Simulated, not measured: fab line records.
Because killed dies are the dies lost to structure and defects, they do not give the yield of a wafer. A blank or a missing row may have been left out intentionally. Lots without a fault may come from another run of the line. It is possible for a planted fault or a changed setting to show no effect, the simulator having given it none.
Chamber matching    flow n5_finfet    N5_MOL_CONTACT_COAG_ALD_123 on ald_sin-01: 4 sister chambers
The step deposits SiNx, target thk 5 nm, pulse time 1 s, purge time 2 s. 8 wafers are shown with their chamber, then 11 later ones without.

== WAFERS PAIRED WITH THEIR CHAMBERS ==
wafer   chamber  heater_power_w (W)  precursor_pulse_height_rel
L079.5  3        824                 0.989
L080.4  3        821                 1.031
L080.5  1        841                 1.021
L081.1  0        762                 0.993
L082.2  2        796                 0.966
L082.5  1        813                 0.967
L082.6  2        782                 0.988
L086.3  0        721                 0.996

== WAFERS WITHOUT THEIR CHAMBER ==
wafer   heater_power_w (W)  precursor_pulse_height_rel
L086.5  818                 0.984
L086.6  730                 1.029
L088.2  727                 1.023
L088.3  825                 1.019
L088.6  825                 1.008
L089.1  854                 0.994
L089.3  783                 0.981
L089.4  728                 0.992
L092.2  815                 0.998
L092.4  798                 0.991
L092.5  726                 0.980

== CHAMBER TAKEN BY EACH ==
wafer   from the rows above           in truth
L086.5  can't be placed: 1 or 3 or 2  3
L086.6  0                             0
L088.2  0                             0
L088.3  can't be placed: 3 or 1       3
L088.6  can't be placed: 3 or 1       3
L089.1  can't be placed: 1 or 3       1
L089.3  can't be placed: 2 or 0       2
L089.4  0                             0
L092.2  can't be placed: 3 or 1 or 2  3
L092.4  can't be placed: 2 or 3 or 1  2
L092.5  0                             0
Placed correctly: 4 of 11. Can't be placed from these rows: 7 (the true chamber is among the candidates in 7). Number placed wrongly: 0.
How it was worked out, from the rows above alone: a wafer's distance from a chamber is the root of the sum, over the readings, of the square of ((its reading less the chamber's mean) divided by the reading's scatter). If the next closest chamber is less than 2 further off than the closest, the wafer can't be placed; otherwise it belongs to the closest. A chamber's mean is the mean of its shown wafers. The scatter: take each reading less its chamber's mean, square it, sum over the shown wafers, divide by the number of wafers less the number of chambers, and take the root.
